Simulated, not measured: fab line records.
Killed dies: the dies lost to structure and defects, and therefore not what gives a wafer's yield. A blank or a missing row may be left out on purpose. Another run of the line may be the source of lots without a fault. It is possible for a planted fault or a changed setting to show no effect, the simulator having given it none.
Chamber matching + flow n5-finfet + 3 sister chambers for N5_BEOL_M1_CO_CAP_55 on cvd-co-02
The step material Co, precursor CCTBA/H2, target thk 2 nm, time 102.1 s. 16 wafers are shown with their chamber, then 8 later ones without.

## WAFERS PAIRED WITH THEIR CHAMBERS
| wafer  | chamber | heater-power-w (W) |
|--------|---------|--------------------|
| L078.2 | 1       | 209                |
| L078.3 | 0       | 315                |
| L078.6 | 2       | 222                |
| L081.3 | 2       | 225                |
| L081.4 | 1       | 207                |
| L081.5 | 2       | 229                |
| L088.1 | 2       | 222                |
| L088.4 | 2       | 223                |
| L088.5 | 0       | 305                |
| L090.3 | 2       | 224                |
| L090.5 | 1       | 209                |
| L090.6 | 2       | 223                |
| L093.1 | 2       | 230                |
| L093.4 | 0       | 313                |
| L093.6 | 1       | 204                |
| L094.1 | 2       | 226                |

SIGNATURES (averages over the wafers above)
| reading        | chamber 0 | chamber 1 | chamber 2 | scatter within a chamber |
|----------------|-----------|-----------|-----------|--------------------------|
| heater-power-w | 311.00    | 207.25    | 224.89    | 3.3                      |
Rule: for a wafer and a chamber, the distance is found by dividing, reading by reading, the gap between the wafer's reading and the chamber's mean by the reading's scatter, squaring, summing and taking the root. The wafer belongs to the nearest chamber; if the next one is less than 2 further off, it can't be placed. The scatter is the square root of a quotient: the sum, over the shown wafers, of each reading's squared deviation from its chamber's mean, divided by wafers minus chambers.

## WAFERS MISSING THEIR CHAMBER
| wafer  | heater-power-w (W) |
|--------|--------------------|
| L094.2 | 314                |
| L094.6 | 312                |
| L097.1 | 305                |
| L097.2 | 227                |
| L097.3 | 209                |
| L096.1 | 306                |
| L096.4 | 217                |
| L096.6 | 204                |

## EACH ONE'S CHAMBER
| wafer  | from the rows above     | in truth |
|--------|-------------------------|----------|
| L094.2 | 0                       | 0        |
| L094.6 | 0                       | 0        |
| L097.1 | 0                       | 0        |
| L097.2 | 2                       | 2        |
| L097.3 | 1                       | 1        |
| L096.1 | 0                       | 0        |
| L096.4 | can't be placed: 2 or 1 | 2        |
| L096.6 | 1                       | 1        |
Correct placement for 7 of the 8. Unplaceable from these rows: 1, with the true chamber sitting among the candidates in 1. 0 placed wrongly.
